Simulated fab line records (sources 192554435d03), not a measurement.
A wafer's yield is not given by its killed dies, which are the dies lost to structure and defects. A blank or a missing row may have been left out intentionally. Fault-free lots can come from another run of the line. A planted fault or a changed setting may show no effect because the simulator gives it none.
Struck lot and sound lot, side by side :: flow n5 finfet :: 15 out of 1938 route steps
Sound: wafers L591.4, L591.5, L591.6. Struck: wafer L585.5; the same lot's L585.1 was not struck, so it is left out; see the end for the cause.
For every step that has rows: the tool of each side, followed by ch and its chambers, followed by its first start. Under that, the readings that differ: sound wafers :: struck wafers :: difference of the means :: sigmas: that difference in standard deviations of wafers without a fault.
alike: readings whose means differ by less than 2 such deviations, and words and numbers that are the same on both sides. not compared: withheld readings, readings that some wafer has no value for, bounds like >300 that may hide the same value, and numbers for which the record gives no deviation and whose values overlap.
The two part at a step that has a row with sigmas, a row that says differs or no value, or rows on one side only. When numbers do not overlap yet have no deviation, they are printed without sigmas and do not part them. Lack of a reading on every wafer of one side parts them only where that side has two or more wafers.

first, 1 step without rows for these wafers: N5_BEOL_M2_STRIP_36 (strips in N2/H2).
N5_BEOL_M2_TRENCH_ETCH_37: etches SiOC in C4F6/O2, target depth 55.555 nm, time 29.2 s.
  sound: rie diel-05 ch 1,2; struck: rie diel-01 ch 3
reading: drypump motor current A (A)
sound: 6.0 6.6 6.1
struck: 5.2
difference: -1.0
sigmas: -2
  alike: chamber pressure mTorr, oes product au, rf vpp V, showerhead plenum p Torr, throttle valve pct
  not compared: rf hours counter h
N5_BEOL_M2_ETCH_41: etches SiCN in CH3F/O2, target depth 29.9 nm, time 52.5 s.
  sound: rie diel-05 ch 1,2; struck: rie diel-01 ch 3
reading: drypump motor current A (A)
sound: 6.0 6.6 6.1
struck: 5.2
difference: -1.0
sigmas: -2
  alike: chamber pressure mTorr, oes product au, rf vpp V, showerhead plenum p Torr, throttle valve pct
  not compared: rf hours counter h
N5_BEOL_M2_STRIP_97: strips in N2/H2, time 10 s.
  sound: rie diel-05 ch 1,2; struck: rie diel-01 ch 3
reading: drypump motor current A (A)
sound: 6.1 6.6 6.1
struck: 5.2
difference: -1.1
sigmas: -2
  alike: chamber pressure mTorr, oes product au, rf vpp V, showerhead plenum p Torr, throttle valve pct
  not compared: rf hours counter h
N5_BEOL_M2_OCD_MEAS_38:
  sound on ocd-02 at day 12 22:31; struck on ocd-01 at day 10 12:44
  alike: trench depth nm
then, 4 steps without rows for these wafers: N5_BEOL_M2_HM_STRIP_39 (strips TiN in peroxide tin strip, target depth 25 nm, time 158 s); N5_BEOL_M2_SRD_40 (time 30 s); N5_BEOL_M2_PRECLEAN_42 (cleans in residue remover, time 60 s); N5_BEOL_M2_SRD_43 (time 30 s).
N5_BEOL_M2_CD_MEAS_35: target cd 18 nm, target cd y 22.2 nm.
  sound on cd sem-01 at day 12 22:40; struck on cd sem-03 at day 10 12:53
  alike: cd nm
N5_BEOL_M2_DEGAS_44: time 60 s.
  sound on pvd sputter-02 at day 12 23:10; struck on pvd sputter-01 at day 10 12:58
  alike: heater power w
then, 1 step without rows for these wafers: N5_BEOL_M2_PRE_CLEAN_45 (time 30 s).
N5_BEOL_M2_ALD_84: deposits TaN, pulse time 2 s, purge time 3 s, co reactant purge time 2 s.
  sound on ald metal-03 ch 1,2, day 12 23:17; struck on ald metal-01 ch 0, day 10 13:04
reading: ald cycles
sound: 30 30 30
struck: 29
difference: -1
sigmas: 

reading: heater power w (W)
sound: 365 418 364
struck: 470
difference: +88
sigmas: +2
  alike: precursor vessel carrier sccm
  not compared: since wet clean h
N5_BEOL_M2_SURFACE_TREAT_85:
  sound on pvd sputter-01 at day 13 01:01; struck on pvd sputter-01 at day 10 13:21
  not compared: throttle valve pct
-- a jump in the record: the struck wafers' starts before and after are 3 days apart (it breaks off in module BEOL_M2 and resumes in module BEOL_M4, where the first step shown is number 1111 of the route) --
N5_BEOL_M4_RC_MEAS_101:
  sound on prober-01 ch 0, day 14 22:59; struck on prober-01 ch 0, day 13 20:31
  alike: DIBL_N, DIBL_P, IOFF_N, IOFF_P, ION_N, ION_P, SS_N, SS_P, VT_N, VT_P

== WHERE THEY PART ==
Last at N5_BEOL_M2_ALD_84 as far as this record goes, first at N5_BEOL_M2_TRENCH_ETCH_37. Later steps at which nothing parts them and some readings are alike: N5_BEOL_M4_RC_MEAS_101.

WHY: whatever the simulator had introduced
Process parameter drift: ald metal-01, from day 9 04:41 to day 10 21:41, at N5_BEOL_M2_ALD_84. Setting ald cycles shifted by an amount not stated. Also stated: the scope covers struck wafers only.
